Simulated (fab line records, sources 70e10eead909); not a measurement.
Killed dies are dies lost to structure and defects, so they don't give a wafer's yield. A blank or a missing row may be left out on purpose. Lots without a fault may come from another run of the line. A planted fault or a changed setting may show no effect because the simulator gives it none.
Chamber matching | flow nand_harc | NHARC_A_M0_CMP_23 on cmp-03: 4 sister chambers
The step polishes, t overpolish 20 s, target thk 113.75 nm. 16 wafers are shown with their chamber, then 8 later ones without.

WAFERS WITH THEIR CHAMBER
wafer  | chamber | motor_current_A (A) | time_to_endpoint_s (s) | slurry_filter_dp_kPa (kPa)
L075.3 | 1       | 11.8                | 31.3                   | 13.58
L075.4 | 0       | 12.8                | 31.9                   | 13.39
L075.6 | 1       | 11.2                | 30.4                   | 13.22
L080.1 | 0       | 11.6                | 31.8                   | 13.28
L080.2 | 1       | 11.2                | 33.3                   | 13.32
L080.3 | 3       | 12.7                | 29.8                   | 13.47
L081.1 | 1       | 12.0                | 31.7                   | 13.59
L081.3 | 3       | 12.1                | 28.1                   | 13.71
L081.5 | 2       | 15.0                | 25.5                   | 13.23
L084.2 | 2       | 14.0                | 30.4                   | 13.64
L084.4 | 3       | 12.7                | 29.0                   | 13.64
L084.6 | 1       | 11.1                | 31.5                   | 13.40
L083.3 | 2       | 14.4                | 22.5                   | 13.67
L083.4 | 3       | 12.7                | 25.3                   | 13.34
L083.6 | 3       | 12.6                | 24.2                   | 13.55
L090.3 | 3       | 12.5                | 28.5                   | 13.67

SIGNATURES (means of the wafers above)
reading              | chamber 0 | chamber 1 | chamber 2 | chamber 3 | scatter within a chamber
motor_current_A      | 12.200    | 11.460    | 14.467    | 12.550    | 0.426
time_to_endpoint_s   | 31.850    | 31.640    | 26.133    | 27.483    | 2.25
slurry_filter_dp_kPa | 13.3350   | 13.4220   | 13.5133   | 13.5633   | 0.166
Rule: a wafer's distance from a chamber is the root of the sum, over the readings, of the square of ((its reading less the chamber's mean) divided by the reading's scatter). The wafer belongs to the nearest chamber; if the next one is less than 2 further off, it can't be placed. The scatter: the root of (the sum of the squares of (reading less its chamber's mean) over the shown wafers, divided by (wafers less chambers)).

WAFERS WITHOUT THEIR CHAMBER
wafer  | motor_current_A (A) | time_to_endpoint_s (s) | slurry_filter_dp_kPa (kPa)
L090.4 | 14.6                | 25.6                   | 13.41
L090.6 | 11.7                | 33.6                   | 13.14
L089.1 | 13.1                | 27.3                   | 13.68
L089.3 | 11.5                | 33.3                   | 13.57
L089.5 | 14.9                | 24.7                   | 13.52
L094.1 | 12.5                | 27.0                   | 13.77
L094.2 | 11.7                | 32.4                   | 13.61
L094.3 | 14.3                | 26.0                   | 13.27

WHICH CHAMBER EACH WENT THROUGH
wafer  | from the rows above          | in truth
L090.4 | 2                            | 2
L090.6 | can't be placed: 0 or 1      | 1
L089.1 | can't be placed: 3 or 2      | 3
L089.3 | can't be placed: 1 or 0      | 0
L089.5 | 2                            | 2
L094.1 | 3                            | 3
L094.2 | can't be placed: 1 or 0 or 3 | 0
L094.3 | 2                            | 2
Placed correctly: 4 of 8. Can't be placed from these rows: 4 (the true chamber is among the candidates in 4). Placed wrongly: 0.
